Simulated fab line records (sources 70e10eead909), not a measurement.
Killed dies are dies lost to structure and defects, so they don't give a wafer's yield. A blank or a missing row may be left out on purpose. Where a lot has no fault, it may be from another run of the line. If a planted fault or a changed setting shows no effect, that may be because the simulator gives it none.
fab line records    flow nand-harc
record: lots: 13  wafers: 39  last-day: 25
route steps=1159 shown P_START@1 P_ZERO_WELL@44 END@1159
lots that met no fault: from a run of the same line without faults
start-h: hours from the record's first day to the start of the lot's first wafer shown    wait-h: how many hours have passed since the lot's step before this one    " the same as in the row above    L1.1+2: one row covering several wafers at once    - value missing, or start not given    * or withheld: withheld    < > ~ a bound
route shown NAME@n: a module of which the file shows steps, and the number in the route of the first    usual: mean and standard deviation over wafers with no fault    same: alike in all rows    chamber/n: place in a boat    sites: readings site by site    _std_site: the standard deviation of these    _edge_site: the outer-site mean with the inner-site mean subtracted    radius-mm: how far each site lies from the wafer's centre    mask NAME#n: copy n    behind: the last tool/chamber to shape the wafer    hold: reason for holding the lot/hours on hold/outcome of the hold    device: which transistor (n, p or np) failed to switch    end of line: the tests these same wafers got at the end of their route    for a step that has no rows: nothing shown but its recipe    killed: at the first sort, the dies lost to defects and structure; wafer yield is something else    map: a wafer's dies, marking killed ones x, the rest . and places with no die _
set.NAME: the setting as run; set.NAME@STEP: as run at that earlier step    model.NAME: the simulator's own value behind a step, which no gauge read
the route's steps for a sample of lots (tables are steps, rows are wafers)
services: a tool's chamber out of use, with start hour (start-h, from the record's first day; less than 0 if before it), hours out, and reason
== steps ==
step: NHARC_P_START_INSPECT_01
usual: raw-defect-count: 3.6/1.7
lot.wafer  tool               chamber  start-h  wait-h  raw-defect-count
L296.1     defect-inspect-01  -        12.04    -       2
L296.3     "                  -        "        "       2
L296.4     "                  -        "        "       3
L299.1     defect-inspect-02  -        30.04    -       4
L299.2     "                  -        "        "       9
L299.3     "                  -        "        "       3
L302.3     defect-inspect-01  -        48.05    -       1
L302.4     "                  -        "        "       3
L302.6     "                  -        "        "       3
L303.2     defect-inspect-02  -        54.04    -       4
L303.5     "                  -        "        "       2
L303.6     "                  -        "        "       3
L306.2     defect-inspect-02  -        72.04    -       3
L306.3     "                  -        "        "       4
L306.4     "                  -        "        "       6
L307.3     defect-inspect-01  -        78.04    -       4
L307.5     "                  -        "        "       1
L307.6     "                  -        "        "       4
L309.2     defect-inspect-01  -        90.04    -       3
L309.4     "                  -        "        "       5
L309.5     "                  -        "        "       5
L310.2     defect-inspect-02  -        96.04    -       7
L310.4     "                  -        "        "       6
L310.5     "                  -        "        "       5
L311.1     defect-inspect-01  -        102.04   -       4
L311.5     "                  -        "        "       4
L311.6     "                  -        "        "       7
L316.1     defect-inspect-01  -        132.04   -       7
L316.4     "                  -        "        "       2
L316.6     "                  -        "        "       7
L317.3     defect-inspect-02  -        138.04   -       3
L317.5     "                  -        "        "       4
L317.6     "                  -        "        "       3
L318.1     defect-inspect-01  -        144.03   -       5
L318.2     "                  -        "        "       8
L318.4     "                  -        "        "       2
L319.2     defect-inspect-02  -        150.04   -       2
L319.3     "                  -        "        "       1
L319.4     "                  -        "        "       2
step: NHARC_P_ZERO_WELL_CD_MEAS_37
recipe: target-cd-nm: 720  landing-energy-ev: 500
usual: cd-nm: 719.8/1.9
lot.wafer  tool       chamber  start-h  wait-h  cd-nm
L296.1     cd-sem-02  0        16.23    -       721.4
L296.3     "          0        "        "       721.7
L296.4     "          0        "        "       715.6
L299.1     cd-sem-03  0        34.56    -       719.3
L299.2     "          0        "        "       721.5
L299.3     "          0        "        "       721.2
L302.3     cd-sem-01  0        52.02    -       718.9
L302.4     "          0        "        "       719.7
L302.6     "          0        "        "       722.4
L303.2     cd-sem-03  0        58.29    -       717.7
L303.5     "          0        "        "       715.4
L303.6     "          0        "        "       719.1
L306.2     cd-sem-01  0        76.25    -       723.5
L306.3     "          0        "        "       721.2
L306.4     "          0        "        "       720.1
L307.3     cd-sem-01  0        82.19    -       718.1
L307.5     "          0        "        "       719.0
L307.6     "          0        "        "       719.7
L309.2     cd-sem-02  0        94.20    -       715.8
L309.4     "          0        "        "       719.6
L309.5     "          0        "        "       717.5
L310.2     cd-sem-02  0        100.39   -       718.7
L310.4     "          0        "        "       720.5
L310.5     "          0        "        "       719.8
L311.1     cd-sem-02  0        105.98   -       718.4
L311.5     "          0        "        "       720.3
L311.6     "          0        "        "       719.1
L316.1     cd-sem-03  0        135.88   -       721.5
L316.4     "          0        "        "       719.5
L316.6     "          0        "        "       723.2
L317.3     cd-sem-02  0        142.10   -       718.5
L317.5     "          0        "        "       722.0
L317.6     "          0        "        "       718.8
L318.1     cd-sem-01  0        148.14   -       718.0
L318.2     "          0        "        "       721.0
L318.4     "          0        "        "       718.6
L319.2     cd-sem-03  0        154.08   -       718.4
L319.3     "          0        "        "       718.7
L319.4     "          0        "        "       716.4
step: NHARC_P_ZERO_WELL_DESCUM_39
recipe: time-s: 3  o2-flow-sccm: 200  ar-flow-sccm: 0  bias-power-w: 0  chemistry: O2
usual: chamber-pressure-mTorr: 60.00/0.063  drypump-motor-current-A: 5.6/0.32  oes-product-au: 0.999/0.01  rf-vpp-V: 57.9/0.85  showerhead-plenum-p-Torr: 1.95/0.089  throttle-valve-pct: 11.311/0.0093
lot.wafer  tool         chamber  start-h  wait-h  chamber-pressure-mTorr  drypump-motor-current-A  oes-product-au  rf-hours-counter-h  rf-vpp-V  showerhead-plenum-p-Torr  throttle-valve-pct
L296.1     rie-diel-03  1        16.40    -       60.09                   6.0                      1.007           8.6                 59.1      2.01                      11.324
L296.3     "            2        "        "       60.09                   5.5                      1.009           7.2                 56.5      1.85                      11.307
L296.4     "            3        "        "       60.00                   6.0                      1.002           7.3                 57.1      1.79                      11.314
L299.3     rie-diel-03  1        34.72    -       59.96                   6.0                      1.010           9.3                 58.3      2.01                      11.315
L299.2     "            2        "        "       59.95                   5.5                      0.995           8.2                 56.5      1.85                      11.305
L299.1     "            0        "        "       59.96                   5.8                      1.014           9.4                 58.3      2.04                      11.309
L302.3     rie-diel-10  1        52.19    -       60.00                   5.3                      0.982           3.8                 58.1      1.95                      11.299
L302.4     "            1        "        "       59.96                   5.2                      0.992           -                   57.3      1.95                      11.318
L302.6     "            2        "        "       59.97                   5.6                      0.979           -                   58.7      2.06                      11.305
L303.2     rie-diel-03  3        58.45    -       60.04                   6.0                      1.007           0.1                 57.0      1.79                      11.330
L303.5     "            3        "        "       59.90                   6.0                      1.004           -                   57.4      1.79                      11.305
L303.6     "            0        "        "       60.09                   5.8                      1.007           -                   57.9      2.04                      11.319
L306.3     rie-diel-10  1        76.41    -       59.92                   5.2                      1.004           5.1                 56.2      1.95                      11.316
L306.2     "            2        "        "       59.91                   5.6                      0.991           5.2                 57.6      2.06                      11.330
L306.4     "            1        "        "       60.00                   5.3                      0.993           -                   57.4      1.95                      11.319
L307.3     rie-diel-03  0        82.35    -       59.98                   5.8                      1.012           2.3                 59.0      2.04                      11.324
L307.5     "            3        "        "       60.05                   6.0                      1.006           -                   57.5      1.79                      11.310
L307.6     "            0        "        "       59.92                   5.8                      1.004           -                   58.0      2.04                      11.327
L309.4     rie-diel-09  1        94.37    -       60.09                   5.9                      0.983           0.5                 58.8      1.95                      11.318
L309.2     "            2        "        "       59.87                   5.0                      0.991           0.5                 59.0      1.96                      11.311
L309.5     "            1        "        "       60.02                   5.9                      0.997           -                   58.6      1.95                      11.298
L310.2     rie-diel-09  1        100.56   -       59.88                   5.9                      0.986           1.4                 58.4      1.95                      11.294
L310.4     "            3        "        "       60.03                   5.6                      0.995           1.2                 58.9      2.06                      11.290
L310.5     "            1        "        "       59.88                   5.9                      0.980           -                   58.1      1.95                      11.317
L311.1     rie-diel-03  2        106.16   -       59.96                   5.5                      1.017           4.4                 57.0      1.84                      11.316
L311.5     "            0        "        "       60.08                   5.8                      1.003           -                   58.0      2.03                      11.313
L311.6     "            1        "        "       60.02                   6.0                      0.999           -                   57.1      2.01                      11.295
L316.1     rie-diel-09  0        136.04   -       59.91                   5.3                      1.009           3.5                 57.4      2.00                      11.308
L316.4     "            2        "        "       59.94                   5.0                      0.996           2.6                 57.9      1.96                      11.319
L316.6     "            0        "        "       60.06                   5.2                      1.001           -                   57.5      2.00                      11.318
L317.3     rie-diel-09  1        142.29   -       59.83                   5.9                      0.986           2.8                 57.2      1.95                      11.305
L317.6     "            2        "        "       60.04                   5.0                      0.996           -                   57.9      1.96                      11.303
L317.5     "            3        "        "       60.04                   5.6                      1.008           -                   57.6      2.06                      11.303
L318.1     rie-diel-10  0        148.30   -       60.02                   5.4                      1.015           10.6                56.8      1.84                      11.333
L318.4     "            1        "        "       60.01                   5.3                      0.999           9.7                 58.4      1.94                      11.319
L318.2     "            2        "        "       59.95                   5.6                      1.002           9.6                 58.9      2.06                      11.305
L319.3     rie-diel-10  2        154.26   -       59.98                   5.6                      0.999           9.7                 58.5      2.06                      11.309
L319.4     "            3        "        "       60.14                   6.2                      1.016           8.0                 58.6      1.85                      11.326
L319.2     "            1        "        "       59.99                   5.2                      0.997           9.8                 57.8      1.94                      11.322
step: NHARC_P_ZERO_WELL_IMPLANT_55
recipe: energy-kev: 180  dose-cm2: 8e+11  tilt-deg: 7
usual: beam-energy-keV: 180.01/0.058  beam-on-s: 10.01/0.19  implant-ion-amu: 11/0
lot.wafer  tool          chamber  start-h  wait-h  beam-energy-keV  beam-on-s  implant-ion-amu
L296.1     implanter-01  0        18.09    0.1     179.94           10.06      11
L296.3     "             0        "        "       180.05           9.74       11
L296.4     "             0        "        "       179.97           9.99       11
L299.1     implanter-01  0        36.40    0.1     179.98           9.77       11
L299.2     "             0        "        "       179.97           9.87       11
L299.3     "             0        "        "       180.03           10.33      11
L302.3     implanter-02  0        54.06    0.2     179.91           9.98       11
L302.4     "             0        "        "       179.99           9.87       11
L302.6     "             0        "        "       179.93           9.83       11
L303.2     implanter-02  0        60.29    0.2     180.05           9.97       11
L303.5     "             0        "        "       180.03           10.02      11
L303.6     "             0        "        "       180.08           10.10      11
L306.2     implanter-02  0        78.12    0.2     180.00           9.85       11
L306.3     "             0        "        "       179.87           9.66       11
L306.4     "             0        "        "       179.88           9.97       11
L307.3     implanter-01  0        84.08    0.2     180.02           9.89       11
L307.5     "             0        "        "       180.00           10.02      11
L307.6     "             0        "        "       180.04           10.22      11
L309.2     implanter-01  -        96.17    0.2     -                -          -
L309.4     "             -        "        "       -                -          -
L309.5     "             -        "        "       -                -          -
L310.2     implanter-02  -        102.24   0.1     -                -          -
L310.4     "             -        "        "       -                -          -
L310.5     "             -        "        "       -                -          -
L311.1     implanter-02  -        107.95   0.1     -                -          -
L311.5     "             -        "        "       -                -          -
L311.6     "             -        "        "       -                -          -
L316.1     implanter-02  0        137.85   0.2     180.00           10.11      11
L316.4     "             0        "        "       179.98           9.90       11
L316.6     "             0        "        "       180.01           10.23      11
L317.3     implanter-02  0        144.11   0.2     180.01           10.23      11
L317.5     "             0        "        "       180.07           10.05      11
L317.6     "             0        "        "       180.03           9.80       11
L318.1     implanter-01  0        149.96   0.1     180.05           9.50       11
L318.2     "             0        "        "       180.00           9.81       11
L318.4     "             0        "        "       180.01           9.76       11
L319.2     implanter-02  0        155.96   0.2     179.98           10.19      11
L319.3     "             0        "        "       180.01           10.07      11
L319.4     "             0        "        "       180.02           10.07      11
step: NHARC_END_SORT_01
recipe: temp-c: 25
usual: killed-at-array: 25/9.2  killed-at-other: 0.8/1.2  killed-at-periphery: 3.9/2.6  killed-dies: 30/9.7  killed-open: 3.4/1.9  killed-short: 2.0/1.4
same: gross-dies: 677
lot.wafer  tool       chamber  start-h  wait-h  hold                    killed-at-array  killed-at-other  killed-at-periphery  killed-dies  killed-open  killed-short
L296.1     prober-01  0        459.25   2.5     -                       20               0                7                    27           1            0
L296.3     prober-01  0        460.84   3.1     -                       15               0                3                    18           2            1
L296.4     prober-01  0        461.64   3.4     -                       21               0                7                    28           4            4
L299.1     prober-02  0        466.98   2.5     -                       10               0                4                    14           3            3
L299.2     prober-02  0        467.77   2.8     -                       10               0                7                    17           2            3
L299.3     prober-02  0        468.56   3.1     -                       9                1                4                    14           1            2
L303.2     prober-02  0        484.31   2.8     -                       29               2                1                    32           4            1
L303.5     prober-02  0        486.70   3.7     -                       30               0                5                    35           5            4
L303.6     prober-02  0        487.50   4.0     -                       24               0                1                    25           2            2
L302.3     prober-01  0        492.66   3.1     -                       13               0                10                   23           3            0
L302.4     prober-01  0        493.45   3.4     -                       15               0                10                   25           4            0
L302.6     prober-01  0        495.04   4.0     -                       8                0                9                    17           1            1
L306.2     prober-02  0        499.83   2.8     -                       28               1                2                    31           1            1
L306.3     prober-02  0        500.63   3.1     -                       25               1                2                    28           3            4
L306.4     prober-02  0        501.43   3.4     -                       40               0                6                    46           6            3
L310.2     prober-01  0        508.24   2.8     await-dispo/2.5h/scrap  30               0                647                  677          5            2
L310.4     prober-01  0        509.82   3.4     await-dispo/2.5h/scrap  32               0                645                  677          1            3
L310.5     prober-01  0        510.61   3.7     await-dispo/2.5h/scrap  30               0                647                  677          3            4
L309.2     prober-02  0        508.28   2.8     await-dispo/3.3h/scrap  23               0                654                  677          4            2
L309.4     prober-02  0        509.88   3.4     await-dispo/3.3h/scrap  18               1                658                  677          2            1
L309.5     prober-02  0        510.69   3.7     await-dispo/3.3h/scrap  14               2                661                  677          5            2
L307.3     prober-02  0        519.11   3.1     -                       35               2                1                    38           4            2
L307.5     prober-02  0        520.73   3.7     -                       33               2                2                    37           4            5
L307.6     prober-02  0        521.54   4.1     -                       34               1                2                    37           2            1
L311.1     prober-02  0        536.14   2.5     await-dispo/1.9h/scrap  32               2                643                  677          5            2
L311.5     prober-02  0        539.32   3.7     await-dispo/1.9h/scrap  24               3                650                  677          2            1
L311.6     prober-02  0        540.11   4.0     await-dispo/1.9h/scrap  46               0                631                  677          5            1
L316.1     prober-02  0        551.72   2.5     -                       32               0                5                    37           3            1
L316.4     prober-02  0        554.09   3.4     -                       33               1                5                    39           3            4
L316.6     prober-02  0        555.68   4.0     -                       33               0                6                    39           4            2
L318.1     prober-01  0        559.62   2.5     -                       34               0                2                    36           5            3
L318.2     prober-01  0        560.41   2.8     -                       28               1                3                    32           3            5
L318.4     prober-01  0        561.98   3.4     -                       34               1                6                    41           0            3
L317.3     prober-02  0        561.08   3.1     -                       32               4                3                    39           6            1
L317.5     prober-02  0        562.69   3.7     -                       33               2                0                    35           5            2
L317.6     prober-02  0        563.49   4.0     -                       28               1                2                    31           0            2
L319.2     prober-02  0        591.64   2.8     -                       17               3                6                    26           5            1
L319.3     prober-02  0        592.43   3.1     -                       27               1                2                    30           9            1
L319.4     prober-02  0        593.22   3.4     -                       12               0                1                    13           2            2
killed by level:class
L296.1 A_SLIT:chamber-film-flake=10 A_STAIRCASE:chamber-film-flake=3 A_BONDPAD:chamber-film-flake=3 P_STI:chamber-film-flake=2 P_BONDPAD:chamber-film-flake=2 A_CHANNEL_HOLE_D1:chamber-film-flake=2 P_STI:geometric-particle:open=1 P_ZERO_WELL:chamber-film-flake=1
L296.3 A_SLIT:chamber-film-flake=8 P_STI:chamber-film-flake=2 A_CHANNEL_FILL_D1:geometric-particle:open=1 A_CONTACT:geometric-particle:short=1 A_M0:geometric-particle:open=1 P_ZERO_WELL:chamber-film-flake=1 A_CHANNEL_HOLE_D1:chamber-film-flake=1 A_STAIRCASE:chamber-film-flake=1
L296.4 A_SLIT:chamber-film-flake=8 P_STI:chamber-film-flake=5 A_ONON_D1:geometric-particle:short=2 A_WL_FILL:geometric-particle:short=2 A_CONTACT:geometric-particle:open=2 P_ZERO_WELL:chamber-film-flake=2 A_STAIRCASE:chamber-film-flake=2 A_BONDPAD:chamber-film-flake=2
L299.1 A_STAIRCASE:chamber-film-flake=3 P_M0:geometric-particle:open=2 A_M1:chamber-film-flake=2 P_CONTACT:geometric-particle:short=1 A_CHANNEL_FILL_D1:geometric-particle:short=1 A_BLC:geometric-particle:short=1 A_BLC:geometric-particle:open=1 P_GATE:chamber-film-flake=1
L299.2 A_CHANNEL_HOLE_D1:chamber-film-flake=4 P_CONTACT:geometric-particle:short=2 P_GATE:chamber-film-flake=2 A_STAIRCASE:chamber-film-flake=2 A_M1:chamber-film-flake=2 P_M0:geometric-particle:open=1 P_M1:geometric-particle:short=1 A_BLC:geometric-particle:open=1
L299.3 A_STAIRCASE:chamber-film-flake=5 P_GATE:chamber-film-flake=2 P_M0:geometric-particle:short=1 A_BLC:geometric-particle:open=1 P_M2:chamber-film-flake=1 STARTING-WAFER:geometric-particle:short=1 A_CHANNEL_HOLE_D1:chamber-film-flake=1 A_CHANNEL_FILL_D1:chamber-film-flake=1
L303.2 A_CHANNEL_HOLE_D1:chamber-film-flake=12 A_STAIRCASE:chamber-film-flake=5 A_CONTACT:chamber-film-flake=3 A_WL_FILL:geometric-particle:open=2 THIN_TSV:chamber-film-flake=2 A_ONON_D1:geometric-particle:open=1 A_WL_FILL:geometric-particle:short=1 A_CONTACT:geometric-particle:open=1
L303.5 A_CHANNEL_HOLE_D1:chamber-film-flake=17 A_STAIRCASE:chamber-film-flake=3 A_CHANNEL_FILL_D1:geometric-particle:short=2 A_WL_FILL:geometric-particle:open=2 P_GATE:chamber-film-flake=2 P_CONTACT:geometric-particle:short=1 P_M1:geometric-particle:open=1 A_SOURCE_PLATE:geometric-particle:open=1
L303.6 A_CHANNEL_HOLE_D1:chamber-film-flake=9 A_STAIRCASE:chamber-film-flake=5 A_CONTACT:chamber-film-flake=3 A_WL_FILL:chamber-film-flake=2 A_ONON_D1:geometric-particle:open=1 A_CHANNEL_FILL_D1:geometric-particle:short=1 A_M0:geometric-particle:open=1 A_M0:geometric-particle:short=1
L302.3 P_ZERO_WELL:chamber-film-flake=5 A_STAIRCASE:chamber-film-flake=5 A_CHANNEL_HOLE_D1:chamber-film-flake=3 P_STI:chamber-film-flake=2 A_CONTACT:chamber-film-flake=2 P_GATE:geometric-particle:open=1 P_M0:geometric-particle:open=1 A_CONTACT:geometric-particle:open=1
L302.4 P_ZERO_WELL:chamber-film-flake=7 A_CHANNEL_HOLE_D1:chamber-film-flake=4 P_STI:chamber-film-flake=3 A_SLIT:chamber-film-flake=3 A_WL_FILL:geometric-particle:open=2 A_STAIRCASE:chamber-film-flake=2 A_CHANNEL_FILL_D1:geometric-particle:open=1 A_CONTACT:geometric-particle:open=1
L302.6 P_ZERO_WELL:chamber-film-flake=5 P_STI:chamber-film-flake=4 A_CHANNEL_HOLE_D1:chamber-film-flake=2 A_STAIRCASE:chamber-film-flake=2 A_CONTACT:chamber-film-flake=2 A_CONTACT:geometric-particle:short=1 A_CONTACT:geometric-particle:open=1
L306.2 A_SLIT:chamber-film-flake=11 A_STAIRCASE:chamber-film-flake=6 A_CONTACT:chamber-film-flake=4 A_CHANNEL_HOLE_D1:chamber-film-flake=3 A_WL_FILL:chamber-film-flake=3 P_M0:geometric-particle:open=1 A_WL_FILL:geometric-particle:short=1 P_STI:chamber-film-flake=1
L306.3 A_SLIT:chamber-film-flake=7 A_STAIRCASE:chamber-film-flake=6 A_CONTACT:chamber-film-flake=4 A_CHANNEL_HOLE_D1:chamber-film-flake=3 A_WL_FILL:geometric-particle:open=2 P_GATE:geometric-particle:short=1 P_GATE:geometric-particle:open=1 A_ONON_D1:geometric-particle:short=1
L306.4 A_STAIRCASE:chamber-film-flake=14 A_SLIT:chamber-film-flake=10 A_CONTACT:chamber-film-flake=5 A_WL_FILL:geometric-particle:open=2 P_STI:chamber-film-flake=2 P_M0:chamber-film-flake=2 A_WL_FILL:chamber-film-flake=2 P_M1:geometric-particle:short=1
L310.2 P_ZERO_WELL:area-implant=647 A_SLIT:chamber-film-flake=10 A_STAIRCASE:chamber-film-flake=6 A_WL_FILL:chamber-film-flake=4 A_ONON_D1:geometric-particle:short=2 A_WL_FILL:geometric-particle:open=2 A_CONTACT:geometric-particle:open=2 A_CONTACT:chamber-film-flake=2
L309.2 P_ZERO_WELL:area-implant=651 A_CHANNEL_HOLE_D1:chamber-film-flake=12 A_SGD_CUT:chamber-film-flake=3 A_CONTACT:chamber-film-flake=2 P_CONTACT:geometric-particle:short=1 P_CONTACT:geometric-particle:open=1 A_CHANNEL_FILL_D1:geometric-particle:short=1 A_WL_FILL:geometric-particle:open=1
L310.4 P_ZERO_WELL:area-implant=643 A_SLIT:chamber-film-flake=10 A_STAIRCASE:chamber-film-flake=6 A_CONTACT:chamber-film-flake=6 A_CHANNEL_HOLE_D1:chamber-film-flake=4 A_WL_FILL:chamber-film-flake=3 A_ONON_D1:geometric-particle:short=2 P_M1:geometric-particle:open=1
L309.4 P_ZERO_WELL:area-implant=655 A_CHANNEL_HOLE_D1:chamber-film-flake=9 A_SGD_CUT:chamber-film-flake=3 P_M0:chamber-film-flake=2 A_CONTACT:chamber-film-flake=2 P_M1:geometric-particle:open=1 A_CHANNEL_FILL_D1:geometric-particle:open=1 A_CONTACT:geometric-particle:short=1
L310.5 P_ZERO_WELL:area-implant=647 A_SLIT:chamber-film-flake=9 A_CHANNEL_HOLE_D1:chamber-film-flake=6 A_STAIRCASE:chamber-film-flake=6 A_WL_FILL:geometric-particle:short=2 A_SOURCE_PLATE:geometric-particle:short=1 A_ONON_D1:geometric-particle:open=1 A_CHANNEL_FILL_D1:geometric-particle:short=1
L309.5 P_ZERO_WELL:area-implant=655 A_CHANNEL_HOLE_D1:chamber-film-flake=6 A_CONTACT:chamber-film-flake=4 THIN_TSV:chamber-film-flake=2 P_GATE:geometric-particle:short=1 P_GATE:geometric-particle:open=1 P_CONTACT:geometric-particle:short=1 P_M2:geometric-particle:open=1
L307.3 A_CHANNEL_HOLE_D1:chamber-film-flake=17 A_SLIT:chamber-film-flake=9 A_CONTACT:chamber-film-flake=3 A_M0:geometric-particle:open=2 HYBRID_BOND:chamber-film-flake=2 P_CONTACT:geometric-particle:short=1 A_CHANNEL_HOLE_D1:geometric-particle:open=1 A_SGD_CUT:geometric-particle:short=1
L307.5 A_SLIT:chamber-film-flake=12 A_CHANNEL_HOLE_D1:chamber-film-flake=8 A_CONTACT:geometric-particle:open=3 A_CONTACT:chamber-film-flake=3 A_CHANNEL_FILL_D1:geometric-particle:short=2 HYBRID_BOND:chamber-film-flake=2 P_STI:geometric-particle:short=1 A_ONON_D1:geometric-particle:open=1
L307.6 A_CHANNEL_HOLE_D1:chamber-film-flake=17 A_SLIT:chamber-film-flake=11 A_ONON_D1:geometric-particle:open=1 A_CONTACT:geometric-particle:open=1 A_CONTACT:geometric-particle:short=1 P_ZERO_WELL:chamber-film-flake=1 P_GATE:chamber-film-flake=1 A_STAIRCASE:chamber-film-flake=1
L311.1 P_ZERO_WELL:area-implant=639 A_SLIT:chamber-film-flake=12 A_CHANNEL_HOLE_D1:chamber-film-flake=11 THIN_TSV:chamber-film-flake=2 P_CONTACT:geometric-particle:open=1 A_SOURCE_PLATE:geometric-particle:open=1 A_ONON_D1:geometric-particle:short=1 A_CHANNEL_HOLE_D1:geometric-particle:short=1
L311.5 P_ZERO_WELL:area-implant=646 A_CHANNEL_HOLE_D1:chamber-film-flake=15 A_SLIT:chamber-film-flake=6 P_M1:chamber-film-flake=3 THIN_TSV:chamber-film-flake=3 P_CONTACT:geometric-particle:open=1 A_SOURCE_PLATE:geometric-particle:open=1 A_CHANNEL_HOLE_D1:geometric-particle:short=1
L311.6 P_ZERO_WELL:area-implant=630 A_CHANNEL_HOLE_D1:chamber-film-flake=24 A_SLIT:chamber-film-flake=13 A_CONTACT:geometric-particle:open=2 A_STAIRCASE:chamber-film-flake=2 P_CONTACT:geometric-particle:open=1 A_WL_FILL:geometric-particle:short=1 A_WL_FILL:geometric-particle:open=1
L316.1 A_CHANNEL_HOLE_D1:chamber-film-flake=13 A_SLIT:chamber-film-flake=9 A_CONTACT:chamber-film-flake=6 P_M0:chamber-film-flake=3 P_GATE:geometric-particle:open=1 A_CHANNEL_FILL_D1:geometric-particle:open=1 A_CONTACT:geometric-particle:open=1 A_CONTACT:geometric-particle:short=1
L316.4 A_SLIT:chamber-film-flake=11 A_CHANNEL_HOLE_D1:chamber-film-flake=10 A_CHANNEL_FILL_D1:chamber-film-flake=3 A_CONTACT:chamber-film-flake=3 P_M0:chamber-film-flake=2 P_CONTACT:geometric-particle:short=1 P_CONTACT:geometric-particle:open=1 A_SOURCE_PLATE:geometric-particle:short=1
L316.6 A_CHANNEL_HOLE_D1:chamber-film-flake=15 A_SLIT:chamber-film-flake=10 A_CONTACT:geometric-particle:open=2 P_ZERO_WELL:chamber-film-flake=2 P_M0:chamber-film-flake=2 A_CONTACT:chamber-film-flake=2 P_CONTACT:geometric-particle:open=1 P_M0:geometric-particle:open=1
L318.1 A_SLIT:chamber-film-flake=11 A_CONTACT:chamber-film-flake=9 A_CHANNEL_HOLE_D1:chamber-film-flake=6 A_CHANNEL_FILL_D1:geometric-particle:open=2 P_M1:geometric-particle:short=1 P_M2:geometric-particle:open=1 A_CHANNEL_FILL_D1:geometric-particle:short=1 A_WL_FILL:geometric-particle:open=1
L318.2 A_SLIT:chamber-film-flake=10 A_CHANNEL_HOLE_D1:chamber-film-flake=7 A_CONTACT:chamber-film-flake=4 A_M0:geometric-particle:open=2 P_M1:geometric-particle:short=1 A_ONON_D1:geometric-particle:short=1 A_CHANNEL_FILL_D1:geometric-particle:short=1 A_WL_FILL:geometric-particle:short=1
L317.3 A_CHANNEL_HOLE_D1:chamber-film-flake=19 THIN_TSV:chamber-film-flake=4 A_M0:geometric-particle:open=3 A_SLIT:chamber-film-flake=3 A_CONTACT:chamber-film-flake=3 P_M2:chamber-film-flake=2 P_CONTACT:geometric-particle:open=1 A_SGD_CUT:geometric-particle:short=1
L318.4 A_SLIT:chamber-film-flake=12 A_CHANNEL_HOLE_D1:chamber-film-flake=10 A_CONTACT:chamber-film-flake=5 P_STI:chamber-film-flake=2 P_BONDPAD:chamber-film-flake=2 A_STAIRCASE:chamber-film-flake=2 A_WL_FILL:chamber-film-flake=2 A_SOURCE_PLATE:geometric-particle:short=1
L317.5 A_CHANNEL_HOLE_D1:chamber-film-flake=16 A_CONTACT:chamber-film-flake=5 A_SLIT:chamber-film-flake=4 A_CONTACT:geometric-particle:open=2 A_M0:geometric-particle:open=2 THIN_TSV:chamber-film-flake=2 A_ONON_D1:geometric-particle:open=1 A_ONON_D1:geometric-particle:short=1
L317.6 A_CHANNEL_HOLE_D1:chamber-film-flake=16 A_CONTACT:chamber-film-flake=6 A_SLIT:chamber-film-flake=4 P_M0:geometric-particle:short=1 A_CHANNEL_FILL_D1:geometric-particle:short=1 P_M2:chamber-film-flake=1 A_ZERO_WELL:chamber-film-flake=1 THIN_TSV:chamber-film-flake=1
L319.2 A_CHANNEL_HOLE_D1:chamber-film-flake=10 P_M1:chamber-film-flake=3 THIN_TSV:chamber-film-flake=2 P_GATE:geometric-particle:open=1 P_M1:geometric-particle:open=1 A_CHANNEL_HOLE_D1:geometric-particle:open=1 A_SGD_CUT:geometric-particle:open=1 A_M0:geometric-particle:open=1
L319.3 A_CHANNEL_HOLE_D1:chamber-film-flake=7 A_WL_FILL:chamber-film-flake=5 A_M0:geometric-particle:open=3 A_M0:chamber-film-flake=3 A_ONON_D1:geometric-particle:open=2 A_STAIRCASE:chamber-film-flake=2 A_CONTACT:chamber-film-flake=2 P_GATE:geometric-particle:open=1
L319.4 A_CHANNEL_HOLE_D1:chamber-film-flake=4 A_M0:chamber-film-flake=3 P_STI:geometric-particle:short=1 A_ONON_D1:geometric-particle:open=1 A_CHANNEL_FILL_D1:geometric-particle:short=1 A_M1:geometric-particle:open=1 A_SLIT:chamber-film-flake=1 A_CONTACT:chamber-film-flake=1
== services ==
tool          chamber  start-h  hours  kind
rie-diel-03   0        -7.20    -      clean
rie-diel-03   1        -7.20    -      clean
rie-diel-03   2        -7.20    -      clean
rie-diel-03   3        -7.20    -      clean
rie-diel-10   -        -0.50    9.0    pm
rie-diel-10   0        14.67    3.9    repair
rie-diel-03   0        17.30    -      clean
rie-diel-03   1        17.30    -      clean
rie-diel-03   2        17.30    -      clean
rie-diel-03   3        17.30    -      clean
rie-diel-09   1        23.58    17.4   repair
rie-diel-03   -        38.30    9.0    pm
rie-diel-03   0        38.30    9.0    vent-cycle
rie-diel-09   1        41.91    1.5    repair
rie-diel-10   3        43.85    45.1   repair
rie-diel-09   2        54.03    15.6   repair
implanter-01  -        58.50    2.0    repair
rie-diel-09   -        77.10    9.0    pm
implanter-02  -        85.14    13.0   pm
rie-diel-09   1        105.86   5.1    repair
rie-diel-10   1        113.22   1.4    repair
rie-diel-09   2        114.18   5.9    repair
rie-diel-10   3        119.27   11.2   repair
rie-diel-03   3        135.09   13.8   repair
== key ==
first-sign: step: NHARC_P_ZERO_WELL_IMPLANT_55  reading: tool-record  direction: missing
effect: step: NHARC_END_SORT_01  reading: killed-at-periphery  direction: up  sigmas: 99+  usual: 3.9  struck: 648.4
more-kills-born-at: NHARC_P_ZERO_WELL_IMPLANT_55@implanter-02: 3852  NHARC_P_ZERO_WELL_IMPLANT_55@implanter-01: 1961
met-at NHARC_P_ZERO_WELL_IMPLANT_55
struck-lots L309,L310,L311
later-rows-left-out L309.2,L309.4,L309.5,L310.2,L310.4,L310.5,L311.1,L311.5,L311.6
tester-left-out L309,L310,L311
not-acting-at NHARC_P_START_INSPECT_01,NHARC_P_ZERO_WELL_CD_MEAS_37,NHARC_P_ZERO_WELL_DESCUM_39
onset-between 84.08 96.17
fault: kind: skipped-step-whole  tool: implanter-01,implanter-02  chamber: -  onset-h: 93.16  steps: NHARC_P_ZERO_WELL_IMPLANT_55  scope: struck-lots-only
tester-left-out: of these lots the tester's yield and bins aren't shown, on N5 and GAA mostly nor the transistor test; their killed dies are dies lost to structure and defects alone, not to doping, threshold or leakage, so they don't give the yield
later-rows-left-out: the simulator's readings of these wafers behind a module that went badly wrong aren't trusted and aren't shown, but for the sort
